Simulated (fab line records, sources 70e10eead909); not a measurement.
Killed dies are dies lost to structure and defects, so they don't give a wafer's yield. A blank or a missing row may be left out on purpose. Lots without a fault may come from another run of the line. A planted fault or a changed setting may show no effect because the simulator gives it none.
fab line records | flow nand_harc
record lots=24 wafers=72 last_day=33
route steps=1302 shown A_STAIRCASE@652
lots that met no fault: from a run of the same line without faults
start_h: hours from the record's first day to the start of the lot's first wafer shown | wait_h: hours since the lot's step before | " the same as in the row above | L1.1+2: a row that stands for several wafers | - no value, or no start given | * or withheld: withheld | < > ~ a bound
route shown NAME@n: a module of which the file shows steps, and the number in the route of the first | usual: mean/standard deviation of fault-free wafers | same: alike in all rows | chamber/n: place in a boat | sites: the reading at each site | _std_site: their standard deviation | _edge_site: outer sites' mean less inner sites' | radius_mm: how far each site lies from the wafer's centre | mask NAME#n: copy n | behind: the tool/chamber that last shaped the wafer | hold: why the lot was held/for how many hours/how that ended | device: the transistor (n, p or np) that didn't switch | end of line: the same wafers' tests at the end of the route | a step without rows: its recipe alone | killed: dies lost to structure and defects at the first sort, not the wafer's yield | map: a wafer's dies, x killed, . not, _ none there
set.NAME: the setting as run; set.NAME@STEP: as run at that earlier step | model.NAME: the simulator's own value behind a step, which no gauge read
steps of the route over a sample of lots; a table a step, a row a wafer
services: from which hour (start_h, from the record's first day; less than 0 if before it) a tool's chamber was out of use, for how many hours, and why
## steps
# step NHARC_A_STAIRCASE_ETCH_170
# recipe target_depth_a=2000 time_s=66.667 ion_energy_ev=250 c4f6_flow_sccm=25 o2_flow_sccm=20 ar_flow_sccm=500 rf_w=600 bias_w=500 chemistry=C4F6/O2
# usual c4f6_flow_sccm=24.99/0.067 drypump_motor_current_A=5.8/0.41 oes_product_au=0.976/0.017 rf_fwd_power_W=594.0/2.6 rf_vpp_V=548/3.7 showerhead_plenum_p_Torr=3.98/0.17 throttle_valve_pct=26.904/0.01
# columns lot.wafer tool chamber start_h wait_h c4f6_flow_sccm drypump_motor_current_A oes_product_au rf_fwd_power_W rf_hours_counter_h rf_vpp_V showerhead_plenum_p_Torr throttle_valve_pct
L074.3 rie_diel-02 1 - - 24.96 6.2 0.979 592.9 39 546 3.94 26.895
L074.4 " 2 " " 25.11 6.2 1.006 594.0 33 542 3.73 26.906
L074.5 " 0 " " 24.97 6.1 0.968 592.1 - 545 3.83 26.927
L075.3 rie_diel-02 2 - - 24.97 6.1 0.978 592.5 36 543 3.73 26.883
L075.4 " 3 " " 24.91 5.5 0.970 592.2 41 554 4.20 26.911
L075.6 " 3 " " 25.01 5.5 0.971 596.0 - 552 4.20 26.900
L076.1 rie_diel-02 2 - - 24.99 6.1 0.956 592.0 41 542 3.72 26.896
L076.2 " 3 " " 24.93 5.5 0.948 596.0 46 551 4.20 26.892
L076.5 " 1 " " 25.00 6.2 0.967 595.8 - 548 3.94 26.894
L078.3 rie_diel-02 2 - - 24.95 6.1 0.949 592.8 46 542 3.72 26.924
L078.1 " 3 " " 24.98 5.5 0.943 595.0 51 552 4.19 26.896
L078.6 " 1 " " 24.87 6.2 0.960 592.6 - 548 3.94 26.887
L077.4 rie_diel-02 1 - - 24.96 6.2 0.984 595.1 51 548 3.94 26.898
L077.2 " 2 " " 25.01 6.1 0.999 594.2 46 542 3.72 26.911
L077.3 " 0 " " 24.93 6.1 0.970 587.1 57 544 3.82 26.920
L079.1 rie_diel-01 0 - - 24.95 4.7 0.988 594.8 7 546 3.93 26.911
L079.4 " 1 " " 25.06 6.1 0.991 594.1 6 546 3.86 26.909
L079.3 " 3 " " 24.91 5.7 0.998 592.5 6 552 4.16 26.897
L080.2 rie_diel-10 1 - - 25.01 5.8 1.005 597.4 63 547 3.94 26.905
L080.4 " 2 " " 25.03 5.4 0.974 594.6 48 541 3.66 26.886
L080.1 " 3 " " 25.09 5.9 0.975 598.2 54 549 4.04 26.899
L081.3 rie_diel-01 1 - - 24.88 6.1 0.988 592.4 11 547 3.86 26.916
L081.2 " 2 " " 25.08 5.9 0.969 597.9 11 554 4.18 26.898
L081.6 " 1 " " 24.94 6.1 0.984 594.5 - 544 3.86 26.896
L083.3 rie_diel-02 3 - - 24.96 5.6 0.982 594.0 13 552 4.19 26.891
L083.4 " 0 " " 24.93 6.1 0.996 590.1 10 546 3.82 26.908
L083.6 " 1 " " 25.04 6.2 0.985 593.2 - 547 3.93 26.893
L082.2 rie_diel-02 0 - - 24.99 6.1 0.986 591.0 11 544 3.82 26.913
L082.3 " 2 " " 24.99 6.1 0.981 590.3 14 543 3.71 26.905
L082.5 " 1 " " 24.98 6.3 0.973 593.3 - 547 3.93 26.904
L084.2 rie_diel-01 2 - - 25.00 5.9 0.993 596.3 24 551 4.18 26.911
L084.3 " 3 " " 24.86 5.7 0.983 590.2 24 551 4.15 26.914
L084.5 " 1 " " 25.02 6.1 0.994 591.9 - 545 3.85 26.903
L085.2 rie_diel-10 3 - - 25.02 6.0 0.963 594.8 9 549 4.03 26.881
L085.6 " 0 " " 25.12 5.5 0.977 595.3 - 553 4.18 26.893
L085.5 " 3 " " 25.06 6.0 0.961 597.0 - 548 4.03 26.890
L086.1 rie_diel-01 1 - - 24.90 6.1 0.980 595.1 29 545 3.85 26.909
L086.2 " 2 " " 25.00 5.9 0.972 600.4 30 550 4.17 26.916
L086.6 " 0 " " 24.93 4.7 1.007 593.0 - 548 3.91 26.913
L087.4 rie_diel-02 1 - - 25.04 6.2 0.961 594.2 23 548 3.92 26.908
L087.1 " 0 " " 25.08 6.1 0.935 589.6 24 543 3.81 26.906
L087.5 " 2 " " 25.01 6.1 0.964 592.1 - 542 3.71 26.908
L089.4 rie_diel-10 0 - - 24.97 5.5 0.975 596.7 19 553 4.18 26.911
L089.6 " 2 " " 25.11 5.4 1.013 595.8 - 551 4.22 26.885
L089.5 " 3 " " 25.09 5.9 0.990 595.9 - 548 4.03 26.924
L088.2 rie_diel-10 2 - - 24.99 5.4 0.980 595.9 17 553 4.22 26.889
L088.3 " 3 " " 24.99 5.9 0.964 592.7 21 549 4.03 26.906
L088.6 " 0 " " 25.00 5.4 0.963 596.0 - 551 4.18 26.895
L091.1 rie_diel-10 2 - - 24.99 5.4 0.980 596.4 23 552 4.21 26.905
L091.5 " 3 " " 25.02 6.0 0.979 593.1 - 549 4.02 26.909
L091.6 " 0 " " 25.00 5.5 0.978 596.6 - 552 4.17 26.908
L090.1 rie_diel-01 2 - - 24.96 5.9 0.978 594.1 48 552 4.16 26.928
L090.3 " 3 " " 25.00 5.6 0.987 592.1 47 551 4.14 26.912
L090.5 " 3 " " 25.11 5.6 0.980 593.9 - 551 4.14 26.898
L093.2 rie_diel-10 3 - - 24.87 5.9 0.950 593.8 33 549 4.02 26.916
L093.1 " 0 " " 25.07 5.5 0.947 593.8 34 553 4.17 26.901
L093.5 " 3 " " 24.99 6.0 0.955 594.5 - 548 4.02 26.905
L092.2 rie_diel-02 0 - - 24.97 6.1 1.001 588.8 41 544 3.80 26.895
L092.6 " 1 " " 25.01 6.2 0.986 592.5 - 546 3.91 26.902
L092.5 " 2 " " 24.90 6.1 0.996 589.7 - 542 3.70 26.907
L095.1 rie_diel-02 3 - - 24.92 5.6 0.952 593.9 48 551 4.16 26.907
L095.4 " 0 " " 25.10 6.1 0.981 593.2 47 544 3.80 26.896
L095.2 " 1 " " 25.04 6.3 0.988 592.7 50 547 3.91 26.902
L094.2 rie_diel-02 0 - - 24.82 6.1 0.974 586.3 47 545 3.80 26.909
L094.5 " 2 " " 24.92 6.1 0.978 595.4 - 541 3.69 26.905
L094.6 " 3 " " 24.95 5.5 0.937 592.9 - 552 4.16 26.911
L097.4 rie_diel-01 0 - - 25.01 4.7 0.989 595.9 3 546 3.90 26.918
L097.3 " 1 " " 24.98 6.1 0.991 590.8 3 546 3.84 26.892
L097.5 " 0 " " 25.02 4.7 0.980 596.0 - 546 3.90 26.895
L096.2 rie_diel-01 2 - - 24.94 5.9 0.959 598.4 5 550 4.15 26.879
L096.4 " 3 " " 25.11 5.7 0.975 590.3 5 550 4.13 26.904
L096.6 " 3 " " 24.99 5.6 0.971 590.0 - 551 4.13 26.908
# step NHARC_A_STAIRCASE_STRIP_171
# recipe power_w=1500 temp_c=250 chemistry=O2
# usual drypump_motor_current_A=5.8/0.65 heater_power_w=303/24
# columns lot.wafer tool chamber start_h wait_h drypump_motor_current_A heater_power_w rf_hours_counter_h
L074.4 plasma_asher-01 1 356.43 - 4.7 341 -
L074.3 " 0 " " 5.3 292 -
L074.5 " 0 " " 5.3 298 -
L075.4 plasma_asher-01 0 362.97 - 5.3 291 -
L075.3 " 1 " " 4.7 340 -
L075.6 " 1 " " 4.7 342 -
L076.2 plasma_asher-02 0 377.30 - 6.2 324 27
L076.1 " 1 " " 6.3 297 27
L076.5 " 1 " " 6.4 294 -
L078.1 plasma_asher-02 0 389.04 - 6.2 314 29
L078.3 " 0 " " 6.2 320 -
L078.6 " 0 " " 6.2 320 -
L077.2 plasma_asher-02 1 389.28 - 6.4 293 29
L077.4 " 1 " " 6.3 291 -
L077.3 " 0 " " 6.3 329 -
L079.1 plasma_asher-02 0 409.80 - 6.2 323 33
L079.4 " 1 " " 6.3 285 -
L079.3 " 0 " " 6.2 318 -
L080.1 plasma_asher-02 1 412.99 - 6.4 295 34
L080.2 " 0 " " 6.2 316 34
L080.4 " 0 " " 6.3 324 -
L081.2 plasma_asher-02 0 423.94 - 6.3 322 36
L081.3 " 1 " " 6.3 292 -
L081.6 " 1 " " 6.3 287 -
L083.3 plasma_asher-01 0 438.04 - 5.3 292 -
L083.4 " 1 " " 4.7 343 -
L083.6 " 0 " " 5.3 291 -
L082.2 plasma_asher-01 0 441.57 - 5.3 289 18
L082.3 " 1 " " 4.7 335 -
L082.5 " 1 " " 4.7 339 -
L084.2 plasma_asher-02 1 456.78 - 6.4 277 5
L084.3 " 1 " " 6.4 278 -
L084.5 " 1 " " 6.4 266 -
L085.2 plasma_asher-02 1 464.77 - 6.3 276 6
L085.5 " 1 " " 6.4 281 -
L085.6 " 0 " " 6.2 300 -
L086.2 plasma_asher-01 0 476.23 - 5.3 294 25
L086.1 " 1 " " 4.7 330 25
L086.6 " 0 " " 5.3 298 -
L087.1 plasma_asher-02 0 476.87 - 6.2 292 8
L087.4 " 1 " " 6.3 276 -
L087.5 " 0 " " 6.2 305 -
L089.4 plasma_asher-01 0 496.07 - 5.3 289 -
L089.6 " 1 " " 4.7 339 -
L089.5 " 0 " " 5.3 292 -
L088.2 plasma_asher-02 1 498.88 - 6.3 278 14
L088.3 " 0 " " 6.3 305 -
L088.6 " 0 " " 6.3 299 -
L091.1 plasma_asher-02 1 519.96 - 6.3 269 18
L091.5 " 1 " " 6.4 273 -
L091.6 " 0 " " 6.3 291 -
L090.1 plasma_asher-01 0 520.12 - 5.3 292 35
L090.3 " 1 " " 4.7 343 -
L090.5 " 1 " " 4.7 336 -
L093.1 plasma_asher-01 0 535.87 - 5.3 283 1
L093.2 " 1 " " 4.7 363 1
L093.5 " 0 " " 5.3 282 -
L092.2 plasma_asher-02 1 536.02 - 6.3 280 23
L092.6 " 1 " " 6.3 266 -
L092.5 " 0 " " 6.2 300 -
L095.1 plasma_asher-02 1 563.05 - 6.4 276 27
L095.2 " 0 " " 6.2 312 27
L095.4 " 0 " " 6.2 294 -
L094.2 plasma_asher-01 0 563.23 - 5.3 283 5
L094.5 " 0 " " 5.3 286 -
L094.6 " 1 " " 4.7 369 -
L097.3 plasma_asher-02 1 574.70 - 6.3 268 -
L097.4 " 0 " " 6.2 297 -
L097.5 " 1 " " 6.3 280 -
L096.2 plasma_asher-02 1 574.89 - 6.4 275 30
L096.4 " 0 " " 6.2 302 -
L096.6 " 0 " " 6.2 300 -
# step NHARC_A_STAIRCASE_DESCUM_11
# recipe time_s=3 o2_flow_sccm=200 ar_flow_sccm=0 bias_power_w=0 chemistry=O2
# usual drypump_motor_current_A=5.8/0.43 oes_product_au=1.006/0.012 rf_vpp_V=57.8/0.88 showerhead_plenum_p_Torr=1.94/0.092 throttle_valve_pct=11.311/0.0094
# columns lot.wafer tool chamber start_h wait_h drypump_motor_current_A oes_product_au rf_hours_counter_h rf_vpp_V showerhead_plenum_p_Torr throttle_valve_pct
L074.3 rie_diel-01 1 357.86 - 6.1 1.031 50 56.9 1.88 11.325
L074.4 " 3 " " 5.7 1.026 44 58.5 2.05 11.309
L074.5 " 1 " " 6.1 1.021 - 57.8 1.89 11.315
L075.4 rie_diel-10 3 364.28 - 5.9 0.990 32 58.7 1.98 11.311
L075.3 " 1 " " 5.7 1.010 40 58.9 1.93 11.311
L075.6 " 2 " " 5.4 1.005 - 55.7 1.78 11.301
L076.2 rie_diel-10 3 378.70 - 5.9 1.011 38 58.9 1.98 11.314
L076.1 " 2 " " 5.4 1.005 32 56.0 1.77 11.319
L076.5 " 2 " " 5.4 1.011 - 56.4 1.78 11.312
L078.3 rie_diel-01 2 390.53 - 5.8 0.998 0 59.7 2.06 11.301
L078.1 " 0 " " 4.7 1.008 0 57.6 1.92 11.314
L078.6 " 1 " " 6.1 1.001 - 58.0 1.88 11.302
L077.2 rie_diel-02 3 390.79 - 5.5 1.005 52 57.9 2.06 11.328
L077.3 " 2 " " 6.1 1.011 46 57.4 1.80 11.299
L077.4 " 1 " " 6.2 1.000 - 59.4 1.92 11.297
L079.4 rie_diel-01 1 411.31 - 6.1 0.995 7 57.6 1.88 11.323
L079.1 " 2 " " 5.8 1.002 7 58.6 2.05 11.322
L079.3 " 0 " " 4.8 1.007 8 57.6 1.91 11.308
L080.1 rie_diel-02 3 414.51 - 5.5 0.991 8 57.7 2.06 11.318
L080.4 " 1 " " 6.2 1.013 4 57.8 1.92 11.317
L080.2 " 2 " " 6.1 1.005 8 57.7 1.80 11.314
L081.2 rie_diel-02 0 425.32 - 6.1 1.001 7 58.6 1.86 11.303
L081.3 " 3 " " 5.5 0.981 11 58.7 2.05 11.302
L081.6 " 1 " " 6.2 1.011 - 58.0 1.92 11.312
L083.3 rie_diel-02 0 439.55 - 6.1 1.014 10 57.7 1.86 11.309
L083.4 " 3 " " 5.5 1.011 13 57.7 2.05 11.319
L083.6 " 0 " " 6.1 1.023 - 58.0 1.86 11.297
L082.3 rie_diel-10 0 443.18 - 5.5 1.002 2 58.2 2.06 11.322
L082.2 " 3 " " 5.9 0.995 1 58.2 1.97 11.304
L082.5 " 1 " " 5.8 1.030 - 56.9 1.92 11.310
L084.3 rie_diel-02 0 458.30 - 6.1 1.017 16 57.6 1.85 11.326
L084.2 " 3 " " 5.5 1.002 21 57.9 2.05 11.293
L084.5 " 0 " " 6.1 1.017 - 57.6 1.85 11.324
L085.2 rie_diel-10 0 466.16 - 5.4 0.993 11 59.0 2.05 11.313
L085.5 " 2 " " 5.4 1.015 - 58.1 2.07 11.303
L085.6 " 3 " " 5.9 0.991 - 56.0 1.97 11.319
L086.1 rie_diel-02 3 477.74 - 5.5 0.990 26 59.2 2.05 11.315
L086.2 " 1 " " 6.3 1.018 23 55.9 1.91 11.308
L086.6 " 3 " " 5.6 0.990 - 58.4 2.05 11.297
L087.1 rie_diel-01 1 478.34 - 6.1 0.997 30 58.3 1.87 11.326
L087.4 " 2 " " 5.9 0.976 31 58.6 2.05 11.316
L087.5 " 1 " " 6.1 0.998 - 58.6 1.87 11.302
L089.4 rie_diel-01 3 497.44 - 5.6 1.007 39 58.6 2.03 11.317
L089.6 " 3 " " 5.6 1.003 - 58.5 2.03 11.305
L089.5 " 0 " " 4.7 1.029 - 58.0 1.91 11.318
L088.3 rie_diel-01 1 500.36 - 6.1 1.009 36 57.4 1.87 11.307
L088.2 " 3 " " 5.6 1.000 40 57.6 2.03 11.295
L088.6 " 0 " " 4.7 1.016 - 58.4 1.91 11.310
L091.1 rie_diel-02 1 521.38 - 6.2 1.031 39 57.7 1.91 11.311
L091.5 " 2 " " 6.1 1.012 - 55.7 1.79 11.330
L091.6 " 3 " " 5.5 0.995 - 57.8 2.05 11.309
L090.3 rie_diel-01 2 521.60 - 5.9 0.993 48 58.3 2.04 11.311
L090.1 " 3 " " 5.6 1.005 48 58.4 2.03 11.315
L090.5 " 2 " " 5.8 0.989 - 57.3 2.04 11.313
L093.2 rie_diel-01 0 537.37 - 4.7 1.014 45 57.8 1.90 11.288
L093.1 " 3 " " 5.7 1.019 56 58.8 2.03 11.295
L093.5 " 1 " " 6.1 0.998 - 58.0 1.87 11.315
L092.2 rie_diel-02 1 537.56 - 6.2 1.019 42 58.1 1.91 11.316
L092.5 " 2 " " 6.1 1.011 - 56.4 1.79 11.306
L092.6 " 3 " " 5.5 0.988 - 58.0 2.05 11.321
L095.2 rie_diel-02 1 564.57 - 6.2 1.020 50 59.0 1.90 11.328
L095.4 " 2 " " 6.1 1.001 51 59.1 1.79 11.302
L095.1 " 3 " " 5.5 0.981 48 58.7 2.04 11.306
L094.2 rie_diel-02 2 564.76 - 6.1 1.005 51 56.2 1.79 11.312
L094.6 " 3 " " 5.5 0.982 - 59.1 2.04 11.301
L094.5 " 0 " " 6.1 1.013 - 57.3 1.84 11.339
L097.3 rie_diel-10 0 576.01 - 5.5 1.003 47 57.8 2.04 11.316
L097.4 " 1 " " 5.8 1.022 39 57.0 1.91 11.307
L097.5 " 3 " " 5.9 0.983 - 58.0 1.96 11.303
L096.2 rie_diel-01 1 576.43 - 6.1 1.007 4 57.0 1.87 11.309
L096.4 " 3 " " 5.7 1.002 6 58.1 2.02 11.310
L096.6 " 1 " " 6.0 1.014 - 57.3 1.87 11.301
# step NHARC_A_STAIRCASE_ETCH_25
# recipe target_depth_a=1000 time_s=40.5 ion_energy_ev=400 c4f8_flow_sccm=20 o2_flow_sccm=10 ar_flow_sccm=withheld rf_w=600 bias_w=1000 chemistry=C4F8/O2
# usual oes_product_au=0.954/0.014 rf_fwd_power_W=592/3.4 rf_vpp_V=898/5.6
# columns lot.wafer tool chamber start_h wait_h oes_product_au rf_fwd_power_W rf_hours_counter_h rf_vpp_V
L074.4 rie_diel-10 0 - - 0.953 593 35 905
L074.3 " 3 " " 0.938 593 30 902
L074.5 " 0 " " 0.959 590 - 905
L075.4 rie_diel-10 1 - - 0.974 596 40 896
L075.3 " 2 " " 0.971 596 27 887
L075.6 " 0 " " 0.964 591 - 906
L076.1 rie_diel-02 0 - - 0.957 586 54 893
L076.2 " 1 " " 0.973 593 48 896
L076.5 " 3 " " 0.981 594 - 904
L078.1 rie_diel-01 3 - - 0.950 589 1 904
L078.3 " 0 " " 0.949 593 1 896
L078.6 " 3 " " 0.943 588 - 904
L077.2 rie_diel-02 3 - - 0.953 595 53 905
L077.3 " 1 " " 0.945 590 53 897
L077.4 " 2 " " 0.961 592 - 889
L079.1 rie_diel-01 1 - - 0.947 590 8 895
L079.4 " 2 " " 0.939 593 8 905
L079.3 " 0 " " 0.949 594 9 897
L080.1 rie_diel-01 0 - - 0.969 592 10 896
L080.4 " 2 " " 0.941 596 9 905
L080.2 " 3 " " 0.944 589 10 904
L081.3 rie_diel-02 2 - - 0.941 586 12 889
L081.2 " 0 " " 0.948 584 8 892
L081.6 " 2 " " 0.940 590 - 889
L083.4 rie_diel-10 1 - - 0.968 597 1 896
L083.3 " 2 " " 0.987 594 1 904
L083.6 " 0 " " 0.941 589 - 905
L082.3 rie_diel-10 2 - - 0.962 595 2 906
L082.2 " 0 " " 0.927 588 3 905
L082.5 " 2 " " 0.971 595 - 905
L084.2 rie_diel-02 2 - - 0.937 592 20 888
L084.3 " 1 " " 0.970 589 16 895
L084.5 " 3 " " 0.935 598 - 906
L085.2 rie_diel-01 1 - - 0.940 593 29 895
L085.5 " 3 " " 0.962 589 - 903
L085.6 " 0 " " 0.972 593 - 896
L086.2 rie_diel-10 2 - - 0.953 595 12 905
L086.1 " 3 " " 0.931 596 14 901
L086.6 " 0 " " 0.956 589 - 904
L087.1 rie_diel-01 2 - - 0.935 596 32 904
L087.4 " 3 " " 0.953 589 32 904
L087.5 " 1 " " 0.941 592 - 894
L089.4 rie_diel-01 1 - - 0.957 589 36 894
L089.5 " 1 " " 0.957 589 - 894
L089.6 " 2 " " 0.948 598 - 903
L088.2 rie_diel-02 3 - - 0.929 593 33 904
L088.3 " 0 " " 0.960 587 31 893
L088.6 " 0 " " 0.962 585 - 892
L091.1 rie_diel-10 3 - - 0.942 591 27 900
L091.6 " 1 " " 0.976 598 - 896
L091.5 " 2 " " 0.951 594 - 907
L090.3 rie_diel-02 0 - - 0.965 591 38 891
L090.1 " 1 " " 0.984 590 39 895
L090.5 " 1 " " 0.977 591 - 896
L093.2 rie_diel-01 0 - - 0.936 597 46 896
L093.1 " 2 " " 0.930 597 56 904
L093.5 " 0 " " 0.948 593 - 894
L092.2 rie_diel-02 2 - - 0.961 591 43 888
L092.6 " 0 " " 0.947 586 - 893
L092.5 " 1 " " 0.957 592 - 896
L095.4 rie_diel-10 3 - - 0.953 596 42 899
L095.1 " 0 " " 0.963 590 42 905
L095.2 " 2 " " 0.974 592 38 905
L094.2 rie_diel-02 3 - - 0.935 595 49 904
L094.6 " 0 " " 0.967 586 - 890
L094.5 " 1 " " 0.966 591 - 895
L097.4 rie_diel-10 0 - - 0.953 592 48 903
L097.3 " 1 " " 0.955 593 41 896
L097.5 " 3 " " 0.946 592 - 899
L096.2 rie_diel-10 0 - - 0.946 592 48 903
L096.4 " 3 " " 0.945 593 48 899
L096.6 " 1 " " 0.962 594 - 896
# step NHARC_A_STAIRCASE_STRIP_175
# recipe power_w=1500 temp_c=250 chemistry=O2
# usual drypump_motor_current_A=5.6/0.67 heater_power_w=304/25
# columns lot.wafer tool chamber start_h wait_h drypump_motor_current_A heater_power_w rf_hours_counter_h
L074.3 plasma_asher-02 1 362.88 0.2 6.3 291 -
L074.4 " 0 " " 6.2 317 -
L074.5 " 1 " " 6.4 287 -
L075.4 plasma_asher-01 0 366.64 0.2 5.2 284 -
L075.3 " 1 " " 4.7 336 -
L075.6 " 0 " " 5.3 290 -
L076.1 plasma_asher-02 0 381.58 0.1 6.2 325 28
L076.2 " 1 " " 6.3 292 28
L076.5 " 1 " " 6.4 287 -
L078.1 plasma_asher-01 1 392.70 0.1 4.7 327 8
L078.3 " 1 " " 4.7 338 -
L078.6 " 0 " " 5.2 286 -
L077.2 plasma_asher-01 0 393.51 0.1 5.3 291 8
L077.3 " 0 " " 5.3 289 -
L077.4 " 1 " " 4.7 335 -
L079.1 plasma_asher-02 1 413.91 0.1 6.3 298 34
L079.3 " 1 " " 6.3 287 -
L079.4 " 0 " " 6.2 310 -
L080.1 plasma_asher-01 0 417.32 0.1 5.3 283 12
L080.2 " 1 " " 4.7 333 12
L080.4 " 1 " " 4.7 334 -
L081.2 plasma_asher-01 0 427.92 0.1 5.3 294 14
L081.3 " 0 " " 5.3 298 -
L081.6 " 1 " " 4.7 332 -
L083.3 plasma_asher-02 0 441.81 0.2 6.2 299 -
L083.4 " 1 " " 6.3 269 -
L083.6 " 1 " " 6.3 270 -
L082.2 plasma_asher-02 0 445.56 0.1 6.3 299 2
L082.3 " 1 " " 6.3 274 -
L082.5 " 0 " " 6.2 298 -
L084.2 plasma_asher-01 0 460.59 0.1 5.3 284 23
L084.3 " 1 " " 4.7 331 -
L084.5 " 1 " " 4.7 338 -
L085.2 plasma_asher-01 1 470.30 0.1 4.7 342 24
L085.6 " 1 " " 4.7 330 -
L085.5 " 0 " " 5.3 284 -
L086.2 plasma_asher-01 1 479.90 0.1 4.7 341 26
L086.1 " 0 " " 5.2 289 26
L086.6 " 1 " " 4.7 332 -
L087.1 plasma_asher-02 0 480.52 0.1 6.2 299 9
L087.4 " 0 " " 6.2 286 -
L087.5 " 0 " " 6.2 305 -
L089.4 plasma_asher-01 1 499.70 0.2 4.7 331 -
L089.6 " 1 " " 4.7 330 -
L089.5 " 0 " " 5.3 294 -
L088.2 plasma_asher-01 0 502.81 0.1 5.3 294 31
L088.3 " 1 " " 4.7 332 -
L088.6 " 1 " " 4.7 336 -
L091.1 plasma_asher-02 0 523.57 0.1 6.2 292 19
L091.6 " 1 " " 6.3 283 -
L091.5 " 0 " " 6.2 303 -
L090.1 plasma_asher-02 0 523.85 0.2 6.2 299 19
L090.3 " 1 " " 6.4 280 -
L090.5 " 1 " " 6.3 272 -
L093.2 plasma_asher-02 0 539.73 0.1 6.2 295 24
L093.1 " 1 " " 6.3 287 24
L093.5 " 1 " " 6.3 276 -
L092.2 plasma_asher-01 1 539.76 0.1 4.7 359 1
L092.5 " 0 " " 5.3 285 -
L092.6 " 1 " " 4.7 365 -
L095.1 plasma_asher-02 0 566.91 0.1 6.2 297 28
L095.2 " 1 " " 6.3 273 28
L095.4 " 0 " " 6.2 298 -
L094.2 plasma_asher-01 0 567.10 0.1 5.3 277 6
L094.6 " 1 " " 4.7 359 -
L094.5 " 0 " " 5.3 291 -
L096.2 plasma_asher-02 0 578.91 0.1 6.2 301 31
L096.4 " 1 " " 6.3 280 -
L096.6 " 0 " " 6.3 302 -
L097.4 plasma_asher-01 0 578.93 0.2 5.3 287 -
L097.3 " 1 " " 4.7 378 -
L097.5 " 0 " " 5.3 282 -
# step NHARC_A_STAIRCASE_ETCH_221
# recipe target_depth_a=1000 time_s=40.5 ion_energy_ev=400 c4f8_flow_sccm=20 o2_flow_sccm=10 ar_flow_sccm=withheld rf_w=600 bias_w=1000 chemistry=C4F8/O2
# usual oes_product_au=0.947/0.014 rf_fwd_power_W=592/3.6 rf_vpp_V=898/5.7
# columns lot.wafer tool chamber start_h wait_h oes_product_au rf_fwd_power_W rf_hours_counter_h rf_vpp_V
L074.3 rie_diel-10 0 - - 0.963 592 40 905
L074.4 " 3 " " 0.936 589 34 899
L074.5 " 0 " " 0.964 590 - 905
L075.3 rie_diel-01 3 - - 0.960 585 48 905
L075.4 " 1 " " 0.968 587 54 894
L075.6 " 0 " " 0.940 593 - 896
L076.1 rie_diel-10 2 - - 0.948 595 37 887
L076.2 " 3 " " 0.946 595 43 899
L076.5 " 1 " " 0.977 593 - 898
L078.3 rie_diel-10 2 - - 0.933 589 43 886
L078.1 " 3 " " 0.928 593 48 898
L078.6 " 2 " " 0.941 589 - 886
L077.2 rie_diel-10 1 - - 0.961 594 58 895
L077.3 " 2 " " 0.957 591 44 887
L077.4 " 0 " " 0.941 591 50 905
L079.3 rie_diel-10 3 - - 0.930 598 55 899
L079.4 " 0 " " 0.947 592 54 904
L079.1 " 2 " " 0.956 596 50 887
L080.2 rie_diel-02 0 - - 0.955 583 6 892
L080.4 " 1 " " 0.967 592 7 896
L080.1 " 3 " " 0.955 595 10 903
L081.2 rie_diel-02 3 - - 0.938 595 13 905
L081.3 " 2 " " 0.948 593 13 889
L081.6 " 0 " " 0.953 585 - 892
L083.4 rie_diel-02 3 - - 0.956 592 17 906
L083.3 " 0 " " 0.973 587 13 893
L083.6 " 2 " " 0.952 591 - 889
L082.3 rie_diel-01 3 - - 0.931 585 22 903
L082.2 " 2 " " 0.932 597 21 904
L082.5 " 3 " " 0.935 587 - 904
L084.3 rie_diel-10 2 - - 0.950 595 8 904
L084.2 " 0 " " 0.926 593 11 905
L084.5 " 3 " " 0.916 594 - 900
L085.2 rie_diel-01 2 - - 0.943 593 30 904
L085.5 " 2 " " 0.945 594 - 905
L085.6 " 3 " " 0.948 589 - 902
L086.2 rie_diel-10 2 - - 0.940 596 14 905
L086.1 " 0 " " 0.929 593 17 903
L086.6 " 1 " " 0.939 595 - 897
L087.1 rie_diel-02 1 - - 0.973 593 24 896
L087.4 " 3 " " 0.931 591 28 905
L087.5 " 1 " " 0.971 592 - 896
L089.4 rie_diel-01 1 - - 0.937 589 38 895
L089.5 " 1 " " 0.954 591 - 893
L089.6 " 2 " " 0.958 598 - 901
L088.2 rie_diel-10 1 - - 0.941 597 18 898
L088.3 " 3 " " 0.927 594 24 900
L088.6 " 1 " " 0.949 594 - 897
L091.1 rie_diel-01 1 - - 0.941 588 44 892
L091.6 " 3 " " 0.956 585 - 904
L091.5 " 0 " " 0.970 595 - 896
L090.1 rie_diel-02 3 - - 0.915 593 39 905
L090.3 " 0 " " 0.939 585 39 891
L090.5 " 1 " " 0.946 591 - 895
L092.2 rie_diel-01 0 - - 0.948 594 48 894
L092.6 " 3 " " 0.939 587 - 902
L092.5 " 0 " " 0.942 594 - 896
L093.2 rie_diel-01 0 - - 0.938 594 49 896
L093.1 " 1 " " 0.934 592 49 892
L093.5 " 0 " " 0.935 598 - 895
L095.4 rie_diel-01 0 - - 0.953 594 2 896
L095.1 " 1 " " 0.953 589 2 893
L095.2 " 3 " " 0.955 589 4 902
L094.2 rie_diel-01 3 - - 0.950 584 4 901
L094.5 " 2 " " 0.922 596 - 904
L094.6 " 3 " " 0.927 586 - 902
L097.4 rie_diel-10 3 - - 0.935 591 49 899
L097.3 " 1 " " 0.953 597 42 895
L097.5 " 2 " " 0.951 592 - 905
L096.4 rie_diel-02 2 - - 0.949 588 1 889
L096.2 " 3 " " 0.935 594 1 904
L096.6 " 2 " " 0.956 588 - 889
## services
# columns tool chamber start_h hours kind
plasma_asher-01 - 344.60 9.0 pm
rie_diel-01 1 349.19 1.7 repair
rie_diel-02 0 350.05 - clean
rie_diel-02 1 350.05 - clean
rie_diel-02 2 350.05 - clean
rie_diel-02 3 350.05 - clean
rie_diel-10 - 351.67 2.7 repair
rie_diel-10 0 368.82 15.9 repair
rie_diel-02 0 374.55 - clean
rie_diel-01 - 380.96 9.0 pm
rie_diel-02 - 393.71 9.0 pm
rie_diel-10 0 405.13 4.4 repair
rie_diel-10 - 422.96 9.0 pm
plasma_asher-02 - 426.87 9.0 pm
rie_diel-01 0 429.08 2.5 repair
rie_diel-10 1 463.91 12.3 repair
rie_diel-10 0 498.78 5.2 repair
rie_diel-02 0 511.33 1.3 repair
plasma_asher-01 - 521.60 9.0 pm
rie_diel-10 0 539.17 2.1 repair
rie_diel-02 1 551.20 4.7 repair
rie_diel-01 - 557.96 9.0 pm
rie_diel-02 - 570.74 9.0 pm
plasma_asher-01 - 580.76 1.7 repair
## key
fault none
